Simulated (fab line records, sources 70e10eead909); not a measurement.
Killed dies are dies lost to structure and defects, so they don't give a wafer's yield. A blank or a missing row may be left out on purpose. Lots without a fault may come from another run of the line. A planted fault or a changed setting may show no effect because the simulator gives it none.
Chamber matching | flow nand_harc | NHARC_A_CHANNEL_HOLE_D2_DESCUM_15 on rie_diel-08: 4 sister chambers
The step chemistry O2, time 3 s. 14 wafers are shown with their chamber, then 7 later ones without.

WAFERS WITH THEIR CHAMBER
wafer  | chamber | showerhead_plenum_p_Torr (Torr) | drypump_motor_current_A (A) | oes_product_au (a.u.)
L074.1 | 0       | 1.91                            | 5.6                         | 1.012
L074.4 | 3       | 2.02                            | 5.8                         | 1.025
L074.6 | 1       | 1.83                            | 5.3                         | 1.003
L076.1 | 2       | 1.92                            | 6.0                         | 0.960
L076.2 | 0       | 1.91                            | 5.6                         | 1.016
L076.3 | 3       | 2.02                            | 5.8                         | 1.024
L077.1 | 0       | 1.91                            | 5.5                         | 1.023
L077.2 | 1       | 1.83                            | 5.3                         | 0.993
L077.5 | 3       | 2.02                            | 5.8                         | 1.029
L079.1 | 1       | 1.83                            | 5.3                         | 0.986
L079.5 | 0       | 1.91                            | 5.5                         | 1.016
L079.6 | 3       | 2.02                            | 5.9                         | 1.034
L088.1 | 3       | 2.01                            | 5.9                         | 1.012
L088.3 | 2       | 1.91                            | 6.0                         | 1.002

SIGNATURES (means of the wafers above)
reading                  | chamber 0 | chamber 1 | chamber 2 | chamber 3 | scatter within a chamber
showerhead_plenum_p_Torr | 1.9100    | 1.8300    | 1.9150    | 2.0180    | 0.00361
drypump_motor_current_A  | 5.550     | 5.300     | 6.000     | 5.840     | 0.0469
oes_product_au           | 1.01675   | 0.99400   | 0.98100   | 1.02480   | 0.0117
Rule: a wafer's distance from a chamber is the root of the sum, over the readings, of the square of ((its reading less the chamber's mean) divided by the reading's scatter). The wafer belongs to the nearest chamber; if the next one is less than 2 further off, it can't be placed. The scatter: the root of (the sum of the squares of (reading less its chamber's mean) over the shown wafers, divided by (wafers less chambers)).

WAFERS WITHOUT THEIR CHAMBER
wafer  | showerhead_plenum_p_Torr (Torr) | drypump_motor_current_A (A) | oes_product_au (a.u.)
L088.4 | 1.83                            | 5.3                         | 0.985
L089.1 | 1.91                            | 5.9                         | 1.003
L089.3 | 1.83                            | 5.3                         | 0.981
L089.4 | 2.01                            | 5.9                         | 1.004
L090.1 | 1.91                            | 6.0                         | 1.000
L090.3 | 1.83                            | 5.3                         | 0.985
L090.4 | 1.91                            | 5.6                         | 0.990

WHICH CHAMBER EACH WENT THROUGH
wafer  | from the rows above | in truth
L088.4 | 1                   | 1
L089.1 | 2                   | 2
L089.3 | 1                   | 1
L089.4 | 3                   | 3
L090.1 | 2                   | 2
L090.3 | 1                   | 1
L090.4 | 0                   | 0
Placed correctly: 7 of 7. Can't be placed from these rows: 0. Placed wrongly: 0.
